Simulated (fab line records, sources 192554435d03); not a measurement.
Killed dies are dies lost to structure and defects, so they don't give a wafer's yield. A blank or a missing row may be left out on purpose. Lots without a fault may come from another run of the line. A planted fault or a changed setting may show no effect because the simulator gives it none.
fab line records | flow n5_finfet
record lots=5 wafers=14 last_day=17
route steps=1938 shown BEOL_M11@1566 BEOL_M12@1602 BEOL_M15@1830 PASSIVATION@1936
lots that met no fault: from a run of the same line without faults
start_h: hours from the record's first day to the start of the lot's first wafer shown | wait_h: hours since the lot's step before | " the same as in the row above | L1.1+2: a row that stands for several wafers | - no value, or no start given | * or withheld: withheld | < > ~ a bound
route shown NAME@n: a module of which the file shows steps, and the number in the route of the first | usual: mean/standard deviation of fault-free wafers | same: alike in all rows | chamber/n: place in a boat | sites: the reading at each site | _std_site: their standard deviation | _edge_site: outer sites' mean less inner sites' | radius_mm: how far each site lies from the wafer's centre | mask NAME#n: copy n | behind: the tool/chamber that last shaped the wafer | hold: why the lot was held/for how many hours/how that ended | device: the transistor (n, p or np) that didn't switch | end of line: the same wafers' tests at the end of the route | a step without rows: its recipe alone | killed: dies lost to structure and defects at the first sort, not the wafer's yield | map: a wafer's dies, x killed, . not, _ none there
set.NAME: the setting as run; set.NAME@STEP: as run at that earlier step | model.NAME: the simulator's own value behind a step, which no gauge read
lots at some steps of the route; a table a step, a row a wafer
services: from which hour (start_h, from the record's first day; less than 0 if before it) a tool's chamber was out of use, for how many hours, and why
## steps
# step N5_BEOL_M11_PEB_26
# recipe peb_temp_c=withheld peb_time_s=60 resist=CAR-ArF
# step N5_BEOL_M11_DEVELOP_27
# recipe develop_time_s=30 developer=TMAH resist=CAR-ArF rinse_liquid=diw dry=air_spin dev_temp_c=23
# step N5_BEOL_M11_DESCUM_33
# recipe chemistry=O2 time_s=7.9 source_power_w=50 bias_power_w=20 pressure_mtorr=20 rf_frequency_hz=2.712e+07 temp_c=40 resist=CAR-ArF o2_flow_sccm=225
# step N5_BEOL_M11_ETCH_65
# recipe chemistry=CF4 target=SiARC target_depth_a=390 mask_material=CAR-ArF time_s=65 ion_energy_ev=80 pressure_mtorr=40 source_w=545 bias_w=36 Ar_flow_sccm=100 cf4_flow_sccm=100 ends=cleared
# step N5_BEOL_M11_ETCH_66
# recipe chemistry=N2/H2 target=SOC target_depth_a=1200 overetch_a=240 mask_material=SiARC temp_c=40 time_s=180 ion_energy_ev=200 pressure_mtorr=30 source_w=840 bias_w=150 n2_flow_sccm=200 h2_flow_sccm=200
# step N5_BEOL_M11_STRIP_69
# recipe chemistry=N2/H2 temp_c=40 n2_flow_sccm=200 h2_flow_sccm=200 rf_frequency_hz=6e+07
# step N5_BEOL_M11_VIA_ETCH_34
# recipe chemistry=C4F6/O2 target=SiCOH_lowk target_depth_a=1845 mask_material=SOC taper_deg=4 time_s=69.2 ion_energy_ev=250 pressure_mtorr=30 source_w=345 bias_w=185 Ar_flow_sccm=300 C4F6_flow_sccm=10 O2_flow_sccm=10
# step N5_BEOL_M11_STRIP_73
# recipe chemistry=C4F6/O2 resist=SiARC rf_frequency_hz=6e+07
# step N5_BEOL_M11_STRIP_36
# recipe chemistry=N2/H2 power_w=450 temp_c=40 pressure_mtorr=20 rf_frequency_hz=6e+07 overash_fraction=0.3 bias_power_w=7 h2_frac=0.5 n2_flow_sccm=200 h2_flow_sccm=200
# step N5_BEOL_M11_TRENCH_ETCH_37
# recipe chemistry=C4F6/O2 target_depth_a=1488.3 target=SiCOH_lowk time_s=48 ion_energy_ev=250 pressure_mtorr=30 source_w=345 bias_w=185 Ar_flow_sccm=300 C4F6_flow_sccm=10 O2_flow_sccm=10
# usual drypump_motor_current_A=5.91/0.28 oes_ar_750_au=0.77/0.074 oes_product_au=0.77/0.08 rf_vpp_V=660/26 run_length_s=71.3/0.32 showerhead_plenum_p_Torr=2.84/0.07 throttle_valve_pct=20.88/0.24
# columns lot.wafer tool chamber start_h wait_h drypump_motor_current_A oes_ar_750_au oes_product_au rf_hours_counter_h rf_vpp_V run_length_s showerhead_plenum_p_Torr throttle_valve_pct model.BEOL_M11.feature_depth_nm model.etch.depth_nm model.TiN_of_BEOL_M11_HM_DEP_02.thk_nm
L489.2 rie_diel-06 2 246.84 - 6.05 0.72 0.70 217 657 70.9 2.77 20.79 153.8 153.9 15.6
L489.4 " 1 " " 6.53 0.82 0.83 74 694 71.2 2.91 20.79 148.4 148.5 15.6
L489.6 " 2 " " 6.03 0.71 0.71 - 656 71.5 2.77 20.80 155.2 155.2 15.4
L497.2 rie_diel-06 2 313.88 - 6.05 0.70 0.69 239 657 71.1 2.76 20.84 150.4 150.4 16.2
L497.4 " 0 " " 5.79 0.70 0.69 - 665 58.9 2.91 20.93 109.8 109.9 17.2
L497.5 " 2 " " 6.01 0.70 0.69 - 657 58.8 2.76 20.83 114 114 16.8
L502.1 rie_diel-06 1 339.79 - 6.49 0.78 0.79 104 693 71.3 2.90 20.83 145 145 16.6
L502.2 " 3 " " 5.79 0.95 0.97 4 653 71.5 2.82 21.01 148.8 148.9 16.2
L502.4 " 2 " " 6.06 0.69 0.68 247 656 59.2 2.76 20.87 113.2 113.2 17.4
L503.1 rie_diel-06 2 343.56 - 6.01 0.69 0.68 248 657 70.8 2.76 20.85 152.2 152.1 15.8
L503.4 " 0 " " 5.82 0.71 0.69 224 666 59.0 2.91 20.95 110.6 110.7 16.8
L506.3 rie_diel-02 0 360.41 - 5.54 0.80 0.82 73 686 71.6 2.76 20.75 148 147.9 15.6
L506.4 " 2 " " 5.93 0.72 0.71 222 638 71.6 2.84 20.88 149.2 149.2 15.6
L506.5 " 0 " " 5.55 0.81 0.82 - 683 71.8 2.76 20.76 147.6 147.6 15.8
# step N5_BEOL_M11_ETCH_41
# recipe chemistry=CH3F/O2 target=SiCN target_depth_a=426 taper_deg=2 time_s=86 ion_energy_ev=120 mask_material=TiN pressure_mtorr=30 source_w=395 bias_w=75 Ar_flow_sccm=150 CH3F_flow_sccm=30 O2_flow_sccm=20
# step N5_BEOL_M11_STRIP_77
# recipe chemistry=N2/H2 time_s=10 power_w=450 temp_c=40 pressure_mtorr=20 rf_frequency_hz=6e+07 bias_power_w=7 n2_flow_sccm=200 h2_flow_sccm=200
# step N5_BEOL_M11_OCD_MEAS_38
# usual trench_depth_nm=149/3.2
# columns lot.wafer tool chamber start_h wait_h trench_depth_nm
L489.2 ocd-02 - 247.02 - 154
L489.4 " - " " 149
L489.6 " - " " 155
L497.2 ocd-01 - 314.07 - 151
L497.4 " - " " 110
L497.5 " - " " 114
L502.1 ocd-01 - 339.97 - 144
L502.2 " - " " 149
L502.4 " - " " 113
L503.1 ocd-02 - 343.75 - 152
L503.4 " - " " 110
L506.3 ocd-02 - 360.59 - 148
L506.4 " - " " 150
L506.5 " - " " 147
# step N5_BEOL_M11_HM_STRIP_39
# recipe chemistry=peroxide_tin_strip material=TiN target_depth_a=250 temp_c=50 time_s=158
# step N5_BEOL_M11_SRD_40
# recipe time_s=30 temp_c=23 rinse_liquid=diw dry=ipa_marangoni
# step N5_BEOL_M11_PRECLEAN_42
# recipe chemistry=residue_remover time_s=60 temp_c=40
# step N5_BEOL_M11_SRD_43
# recipe time_s=30 temp_c=23 rinse_liquid=diw dry=ipa_marangoni
# step N5_BEOL_M11_CURE_72
# recipe temp_c=370 time_s=120 ambient=DMADMS/He material=SiCOH_lowk
# step N5_BEOL_M11_DEGAS_44
# recipe ambient=vacuum temp_c=250 time_s=60
# step N5_BEOL_M11_PRE_CLEAN_45
# recipe gas=H2/He time_s=30 temp_c=250
# step N5_BEOL_M11_ALD_74
# recipe material=TaN target_thk_a=20 temp_c=275 ald_precursor_family=PDMAT ald_co_reactant=NH3 pressure_torr=3 carrier_flow_sccm=1500 pulse_time_s=2 purge_time_s=3 co_reactant_purge_time_s=2 co_reactant_pulse_time_s=3 ald_cycles=40 precursor_vessel_temp_c=75 precursor_vessel_pressure_torr=26.25 precursor_vessel_carrier_sccm=1000
# step N5_BEOL_M11_SURFACE_TREAT_76
# recipe gas=Ar time_s=* ion_energy_ev=* ion_current_ma_cm2=0.5 pressure_mtorr=* ar_flow_sccm=30
# step N5_BEOL_M11_CVD_75
# recipe material=Co target_thk_a=20 temp_c=withheld precursor=CCTBA/H2 pressure_torr=30 time_s=138.9
# step N5_BEOL_M11_SPUTTER_48
# recipe material=Cu target_thk_a=120 temp_c=-20 bias_v=60 power_w=26000 chamber_pressure_pa=0.13 time_s=2
# step N5_BEOL_M11_ECD_50
# recipe material=Cu target_thk_a=3180
# step N5_BEOL_M11_ANNEAL_51
# recipe temp_c=225 time_s=90 ambient=N2
# step N5_BEOL_M11_CMP_52
# recipe stop_on=SiCOH_lowk t_overpolish_s=7 down_force_psi=1 platen_rpm=50 clearing_platen_down_force_psi=1.5 clearing_platen_rpm=50 post_cmp_clean=cu_alkaline target_thk_nm=140 clearing_platen_pad_velocity_m_s=0.99484 pad_velocity_m_s=0.99484
# usual edge_zone_pressure_frac=1.001/0.0047 motor_current_A=6.1/0.6
# columns lot.wafer tool chamber start_h wait_h edge_zone_pressure_frac motor_current_A model.Cu_of_BEOL_M11_ECD_50.thk_nm
L489.4 cmp-01 0 248.86 0.1 1.003 6.0 138
L489.2 " 2 " " 0.996 5.4 145.6
L489.6 " 1 " " 0.991 6.8 146.2
L497.2 cmp-04 0 316.14 0.2 1.000 6.1 142.8
L497.4 " 1 " " 1.000 6.3 103.2
L497.5 " 1 " " 0.998 6.3 109.2
L502.1 cmp-04 3 344.27 0.3 0.997 5.8 136.6
L502.2 " 0 " " 0.997 6.1 140.2
L502.4 " 2 " " 0.992 6.4 100.6
L503.1 cmp-01 0 346.18 0.3 1.005 6.0 143.6
L503.4 " 2 " " 1.002 5.2 102.8
L506.3 cmp-04 3 363.04 0.2 1.002 6.0 139.6
L506.4 " 0 " " 1.006 5.9 139.2
L506.5 " 0 " " 1.000 5.8 138.6
# step N5_BEOL_M11_THK_MEAS_53
# recipe thk_meas_gauge=xrf reads=Cu_of_BEOL_M11_ECD_50
# usual M11_THK=142/3.5
# columns lot.wafer tool chamber start_h wait_h M11_THK[nm]
L489.2 film_metro-01 - 249.15 - 146
L489.4 " - " " 139
L489.6 " - " " 147
L497.2 film_metro-01 - 316.44 - 145
L497.4 " - " " 104
L497.5 " - " " 110
L502.1 film_metro-01 - 344.56 - 137
L502.2 " - " " 141
L502.4 " - " " 102
L503.1 film_metro-01 - 346.47 - 146
L503.4 " - " " 105
L506.3 film_metro-02 - 363.34 - 139
L506.4 " - " " 140
L506.5 " - " " 139
# step N5_BEOL_M11_PRE_CLEAN_55
# recipe gas=NH3 time_s=15 temp_c=withheld rf_power_w=300
# step N5_BEOL_M11_DEP_56
# recipe material=SiCN target_thk_a=300 temp_c=withheld precursor=3MS/NH3 pressure_torr=3 rf_w=675 time_s=10.5
# step N5_BEOL_M11_RS_MEAS_57
# recipe thk_meas_gauge=four-point-probe reads=Cu_of_BEOL_M11_ECD_50+Co_of_BEOL_M11_CVD_75+TaN_of_BEOL_M11_ALD_74
# usual M11_RS=0.150/0.0041
# columns lot.wafer tool chamber start_h wait_h M11_RS[ohm/sq]
L489.2 film_metro-01 - 249.28 0.0 0.144
L489.4 " - " " 0.153
L489.6 " - " " 0.144
L497.2 film_metro-01 - 316.56 0.0 0.148
L497.4 " - " " 0.212
L497.5 " - " " 0.199
L502.1 film_metro-01 - 344.69 0.0 0.155
L502.2 " - " " 0.151
L502.4 " - " " 0.218
L503.1 film_metro-01 - 346.60 0.0 0.147
L503.4 " - " " 0.213
L506.3 film_metro-01 - 363.47 0.0 0.151
L506.4 " - " " 0.152
L506.5 " - " " 0.152
# step N5_BEOL_M12_ILD_DEP_00
# recipe material=SiOC target_thk_a=6589.2 temp_c=350 precursor=DEMS/O2 pressure_torr=5 rf_w=500 time_s=130.7
# step N5_BEOL_M12_COAT_58
# recipe resist=BARC temp_c=205 time_s=60 spin_rpm=1500 resist_thk_nm=89
# step N5_BEOL_M12_COAT_04
# recipe spin_rpm=1625 resist_thk_nm=400
# step N5_BEOL_M12_EBR_06
# recipe solvent=PGMEA ebr_width_mm=1.5
# step N5_BEOL_M12_SOFTBAKE_05
# recipe temp_c=130 time_s=60
# step N5_BEOL_M15_RC_MEAS_101
# usual COMB_M10=1.5e-11/3.5e-12 COMB_M12=6.1e-12/1.3e-12 COMB_M13=4.9e-12/1.2e-12 COMB_M14=3.8e-12/8.8e-13 COMB_M15=2.6e-12/7.2e-13 COMB_M5=3.7e-11/8e-12 COMB_M6=2.6e-11/5.5e-12 COMB_M7=2.5e-11/5.9e-12 COMB_M8=2.6e-11/4.9e-12 COMB_M8_max_site=3.8e-11/8.2e-12 COMB_M9=1.5e-11/3.3e-12 SERP_M10=3.07/0.11 SERP_M11=3.08/0.092 SERP_M11_max_site=3.17/0.11 SERP_M12=0.632/0.019 SERP_M13=0.307/0.0095 SERP_M13_max_site=0.310/0.0097 SERP_M14=0.162/0.004 SERP_M5=38.4/1.9 SERP_M5_max_site=40.0/2.2 SERP_M6=13.8/0.65 SERP_M7=13.7/0.68 SERP_M8=13.6/0.69 SERP_M9=3.07/0.12
# columns lot.wafer tool chamber start_h wait_h COMB_M10[S/m] COMB_M12[S/m] COMB_M13[S/m] COMB_M14[S/m] COMB_M15[S/m] COMB_M5[S/m] COMB_M6[S/m] COMB_M7[S/m] COMB_M8[S/m] COMB_M8_max_site[S/m] COMB_M9[S/m] SERP_M10[ohm/um] SERP_M11[ohm/um] SERP_M11_max_site[ohm/um] SERP_M12[ohm/um] SERP_M13[ohm/um] SERP_M13_max_site[ohm/um] SERP_M14[ohm/um] SERP_M5[ohm/um] SERP_M5_max_site[ohm/um] SERP_M6[ohm/um] SERP_M7[ohm/um] SERP_M8[ohm/um] SERP_M9[ohm/um]
L489.2 prober-01 0 278.01 0.2 1.3e-11 3.5e-12 2.9e-12 3.8e-12 2e-12 3e-11 2e-11 2.6e-11 2.6e-11 3.5e-11 1.7e-11 3.30 3.03 3.09 0.627 0.303 0.306 0.158 36.5 39.2 12.9 13.0 13.4 3.03
L489.4 " 0 " " 1e-11 4.5e-12 3.4e-12 5e-12 1.5e-12 3.9e-11 2.4e-11 1.6e-11 3.1e-11 3.8e-11 1.4e-11 2.96 3.13 3.41 0.631 0.313 0.316 0.160 38.8 40.4 13.9 14.5 12.3 3.07
L489.6 " 0 " " 1e-11 5.2e-12 2.4e-12 4.8e-12 1.5e-12 3e-11 2.3e-11 2.3e-11 3.2e-11 4.1e-11 1.4e-11 3.22 2.89 2.95 0.613 0.318 0.322 0.162 41.2 42.8 13.2 14.5 12.6 3.02
L497.2 prober-01 0 340.71 0.2 1.8e-11 6.2e-12 3.8e-12 3.2e-12 2.4e-12 4e-11 2.2e-11 2.3e-11 3.2e-11 4.8e-11 1.8e-11 3.20 2.99 3.09 0.623 0.305 0.307 0.161 34.2 35.9 13.2 15.3 13.2 2.98
L497.4 " 0 " " 1.3e-11 3.7e-12 5.9e-12 3.9e-12 2.4e-12 3.3e-11 2.7e-11 2.3e-11 3.5e-11 7.7e-11 1.5e-11 3.14 4.37 4.45 0.655 0.305 0.306 0.169 37.9 38.5 14.3 13.1 14.5 3.12
L497.5 " 0 " " 1.2e-11 5.5e-12 4.4e-12 2.3e-12 1.3e-12 2.7e-11 2.6e-11 2.4e-11 3.4e-11 4.3e-11 1.7e-11 3.10 4.11 4.16 0.652 0.313 0.316 0.163 38.9 40.6 15.3 14.6 13.8 3.17
L503.1 prober-01 0 372.82 0.0 1.8e-11 3.3e-12 4.4e-12 3.2e-12 1.6e-12 3.8e-11 2.9e-11 2.9e-11 1.5e-11 3.3e-11 1.1e-11 2.88 3.03 3.10 0.612 0.291 0.294 0.168 38.0 39.3 13.6 13.9 13.5 3.29
L503.4 " 0 " " 1.7e-11 6.5e-12 2.5e-12 3.6e-12 1.6e-12 3.5e-11 3.7e-11 2.9e-11 2.1e-11 3e-11 1.2e-11 3.15 4.35 4.46 0.624 0.300 0.304 0.157 36.9 39.3 13.2 13.3 13.1 2.99
L502.1 prober-02 0 377.87 0.0 1.5e-11 8.7e-12 5.4e-12 3.6e-12 3.1e-12 3.5e-11 2.7e-11 3e-11 2.7e-11 4.1e-11 9e-12 3.33 3.25 3.39 0.648 0.314 0.317 0.158 38.4 40.0 13.3 13.3 12.8 3.10
L502.2 " 0 " " 1.4e-11 6.3e-12 4.6e-12 4e-12 3.4e-12 3.5e-11 2.3e-11 1.6e-11 2.5e-11 3.6e-11 9e-12 3.03 3.10 3.16 0.628 0.326 0.332 0.163 37.9 39.4 13.1 13.6 13.0 2.97
L502.4 " 0 " " 1.6e-11 6.3e-12 5.2e-12 4.5e-12 3.3e-12 2.7e-11 2.2e-11 2.8e-11 2e-11 2.7e-11 1.1e-11 3.05 4.42 4.55 0.627 0.295 0.299 0.163 42.5 43.5 13.8 13.7 14.1 2.96
L506.3 prober-02 0 391.24 0.3 1.3e-11 8.6e-12 5.3e-12 3.7e-12 3.5e-12 4.6e-11 2e-11 2.4e-11 2.9e-11 4.6e-11 2e-11 3.34 3.29 3.47 0.597 0.291 0.294 0.158 39.5 40.0 14.1 12.9 12.5 3.19
L506.4 " 0 " " 1.5e-11 6.5e-12 6.4e-12 4.8e-12 3.3e-12 6.6e-11 2.5e-11 4.7e-11 1.8e-11 3.3e-11 1.3e-11 3.08 3.21 3.30 0.589 0.307 0.310 0.163 37.3 38.3 12.9 12.8 12.6 3.03
L506.5 " 0 " " 1.6e-11 9e-12 6.6e-12 3.2e-12 2.7e-12 4.1e-11 4e-11 3.5e-11 2e-11 3.2e-11 3e-11 3.03 3.20 3.26 0.623 0.285 0.285 0.159 38.1 39.1 13.6 13.9 11.9 2.95
# sites SERP_M11 radius_mm=0,75,75,75,75,140,140,140,140
L489.2 3.05 3.04 3.08 3.09 3.01 2.99 3.02 3.03 2.98
L497.2 3.09 2.99 3.00 3.02 3.03 2.85 2.85 2.83 2.91
L503.1 3.10 3.07 3.03 3.04 3.05 2.85 2.86 2.82 2.89
L502.1 3.17 3.21 3.24 3.25 3.22 3.32 3.39 3.38 3.26
L506.3 3.47 3.39 3.29 3.38 3.29 3.20 3.23 3.25 3.20
# step N5_PASSIVATION_PROBE_49
# usual defect_limited_yield=91.1/1.5 killed_at_M0_to_M3=35/11 killed_at_M4_up=13/5.7 killed_at_contacts=12/5.7 killed_at_front_end=40/11 killed_at_other=4/4.4 killed_dies=105/18 killed_open=68/14 killed_short=34/7.4 sort_bin_4_leakage=0.00/0.011 sort_bin_5_function=5.2/1 sort_bin_6_memory=3.3/0.67 sort_bin_8_speed=0.04/0.29 sort_n_pass=1074/18
# same gross_dies=1180 killed_at_back_side=0
# columns lot.wafer tool chamber start_h wait_h defect_limited_yield[%] killed_at_M0_to_M3 killed_at_M4_up killed_at_contacts killed_at_front_end killed_at_other killed_dies killed_open killed_short sort_bin_4_leakage[%] sort_bin_5_function[%] sort_bin_6_memory[%] sort_bin_8_speed[%] sort_n_pass
L497.4 prober-02 - 356.32 0.2 91.1 44 13 13 33 2 105 68 33 0 4.8 3.5 0.08 1075
L503.1 prober-01 - 390.74 0.0 89.0 54 10 9 52 5 130 87 40 0 7.5 3.0 0 1050
L503.4 prober-01 - 390.89 0.2 88.7 29 15 17 51 21 133 76 37 0 6.9 3.6 0.08 1047
L502.1 prober-01 - 391.88 0.0 90.1 48 9 16 30 14 117 70 31 0 6.3 3.5 0 1063
L502.2 prober-01 - 391.93 0.1 92.1 37 13 6 23 14 93 47 32 0 5.6 1.9 0 1087
L502.4 prober-01 - 392.03 0.2 87.5 59 15 15 34 24 147 73 40 0 7.8 3.8 0.17 1033
L506.3 prober-02 - 405.46 0.1 91.7 33 8 18 35 4 98 59 30 0.08 4.7 2.9 0 1081
L506.4 prober-02 - 405.51 0.2 92.5 24 19 8 33 4 88 65 23 0 4.3 3.1 0 1092
L506.5 prober-02 - 405.56 0.2 93.4 23 7 9 31 8 78 49 23 0 3.6 2.3 0 1102
# killed by level:class
L497.4 BEOL_M0_SAQP:geometric_particle:short=12 FIN_SAQP:geometric_particle:open=11 MOL_CONTACT_COAG:geometric_particle:open=9 BEOL_M0_SAQP:geometric_particle:open=9 BEOL_M3:geometric_particle:open=7 BEOL_M1:geometric_particle:open=6 STI_FIN_REVEAL:geometric_particle:open=5 MOL_CONTACT_COAG:geometric_particle:short=4
L503.1 BEOL_M0_SAQP:geometric_particle:open=19 BEOL_M0_SAQP:geometric_particle:short=14 FIN_SAQP:geometric_particle:short=11 STI_FIN_REVEAL:geometric_particle:open=9 MOL_CONTACT_COAG:geometric_particle:open=9 BEOL_M2:geometric_particle:open=7 FIN_SAQP:geometric_particle:open=6 STARTING-WAFER:geometric_particle:open=6
L503.4 MIM_TOP_ETCH:area_etch=18 STI_FIN_REVEAL:geometric_particle:open=17 FIN_SAQP:geometric_particle:short=15 MOL_CONTACT_COAG:geometric_particle:open=15 BEOL_M0_SAQP:geometric_particle:short=8 BEOL_M4:geometric_particle:open=6 FIN_SAQP:geometric_particle:open=5 BEOL_M1:geometric_particle:open=5
L502.1 MOL_CONTACT_COAG:geometric_particle:open=16 BEOL_M2:geometric_particle:open=13 BEOL_M0_SAQP:geometric_particle:short=12 MIM_TOP_ETCH:area_etch=11 BEOL_M1:geometric_particle:open=10 DUMMY_GATE:geometric_particle:open=8 FIN_CUT:area_etch=5 FIN_SAQP:geometric_particle:open=4
L502.2 MIM_TOP_ETCH:area_etch=14 BEOL_M0_SAQP:geometric_particle:short=10 BEOL_M4:geometric_particle:short=9 BEOL_M3:geometric_particle:open=8 BEOL_M2:geometric_particle:open=7 DUMMY_GATE:geometric_particle:open=6 MOL_CONTACT_COAG:geometric_particle:open=6 BEOL_M0_SAQP:geometric_particle:open=6
L502.4 MIM_TOP_ETCH:area_etch=22 BEOL_M1:geometric_particle:open=13 BEOL_M2:geometric_particle:open=11 MOL_CONTACT_COAG:geometric_particle:open=10 BEOL_M0_SAQP:geometric_particle:short=8 FIN_SAQP:geometric_particle:open=7 BEOL_M0_SAQP:geometric_particle:open=7 BEOL_M1:geometric_particle:short=7
L506.3 BEOL_M3:geometric_particle:open=17 MOL_CONTACT_COAG:geometric_particle:open=15 FIN_CUT:area_etch=6 FIN_SAQP:geometric_particle:short=5 BEOL_M2:geometric_particle:open=5 STARTING-WAFER:geometric_particle:short=4 DUMMY_GATE:geometric_particle:open=3 MOL_CONTACT_COAG:geometric_particle:short=3
L506.4 MOL_CONTACT_COAG:geometric_particle:open=7 BEOL_M0:geometric_particle:open=7 STARTING-WAFER:geometric_particle:open=7 FIN_SAQP:geometric_particle:open=6 STI_FIN_REVEAL:geometric_particle:open=5 BEOL_M2:geometric_particle:open=5 FIN_SAQP:geometric_particle:short=4 DUMMY_GATE:geometric_particle:open=4
L506.5 BEOL_M3:geometric_particle:open=9 STI_FIN_REVEAL:geometric_particle:open=6 FIN_SAQP:geometric_particle:open=5 BEOL_M2:geometric_particle:open=5 MIM_TOP_ETCH:geometric_particle:short=5 HKMG_FIN:area_etch=5 MOL_CONTACT_COAG:geometric_particle:open=4 MOL_CONTACT_COAG:geometric_particle:short=4
## services
# columns tool chamber start_h hours kind
rie_diel-02 3 229.20 1.3 repair
cmp-01 - 229.82 3.5 repair
cmp-04 - 231.46 1.4 repair
cmp-01 - 255.89 0.7 repair
cmp-04 - 293.85 7.3 pm
rie_diel-06 3 300.38 - clean
rie_diel-06 3 300.38 - consumable_replace:focus_ring
rie_diel-06 3 300.38 24.3 scheduled_down
rie_diel-06 3 300.38 24.3 vent_cycle
cmp-01 - 300.42 4.0 pm
cmp-01 - 304.42 - consumable_replace:conditioner
cmp-01 - 304.42 - consumable_replace:pad
cmp-04 - 306.09 0.8 repair
cmp-04 - 307.92 2.7 repair
cmp-01 - 316.25 4.7 pm
rie_diel-02 2 343.65 3.2 repair
rie_diel-06 2 347.95 - clean
rie_diel-06 2 347.95 - consumable_replace:focus_ring
rie_diel-06 2 347.95 19.7 scheduled_down
rie_diel-06 2 347.95 19.7 vent_cycle
cmp-04 - 353.65 5.0 repair
## key
first_sign step=N5_BEOL_M11_TRENCH_ETCH_37 reading=run_length_s direction=down sigmas=39 usual=* struck=*
effect step=N5_BEOL_M11_OCD_MEAS_38 reading=trench_depth_nm direction=down sigmas=12 usual=149 struck=112
effect step=N5_BEOL_M11_THK_MEAS_53 reading=M11_THK direction=down sigmas=10 usual=142 struck=105
effect step=N5_BEOL_M11_RS_MEAS_57 reading=M11_RS direction=up sigmas=15 usual=0.150 struck=0.210
effect step=N5_BEOL_M15_RC_MEAS_101 reading=SERP_M11 direction=up sigmas=13 usual=3.08 struck=4.31
model_effect step=N5_BEOL_M11_TRENCH_ETCH_37 value=BEOL_M11.feature_depth_nm without=149.5 struck=111.9
model_effect step=N5_BEOL_M11_CMP_52 value=Cu_of_BEOL_M11_ECD_50.thk_nm without=141.4 struck=104
met_at N5_BEOL_M11_TRENCH_ETCH_37
struck_wafers L497.4,L497.5,L502.4,L503.4
baseline_loss step=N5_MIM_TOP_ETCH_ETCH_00 wafers=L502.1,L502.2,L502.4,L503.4
onset_between 246.84 313.88
fault kind=process_parameter_drift tool=rie_diel-06 chamber=- onset_h=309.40 steps=N5_BEOL_M11_TRENCH_ETCH_37 channel=time_s offset=* shape=step end_h=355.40 scope=struck_wafers_only acts_in=* stated=*
# baseline_loss: these wafers lose ten dies or more at that step, a loss of the line's own and not of a fault; the sort's usual values leave them out
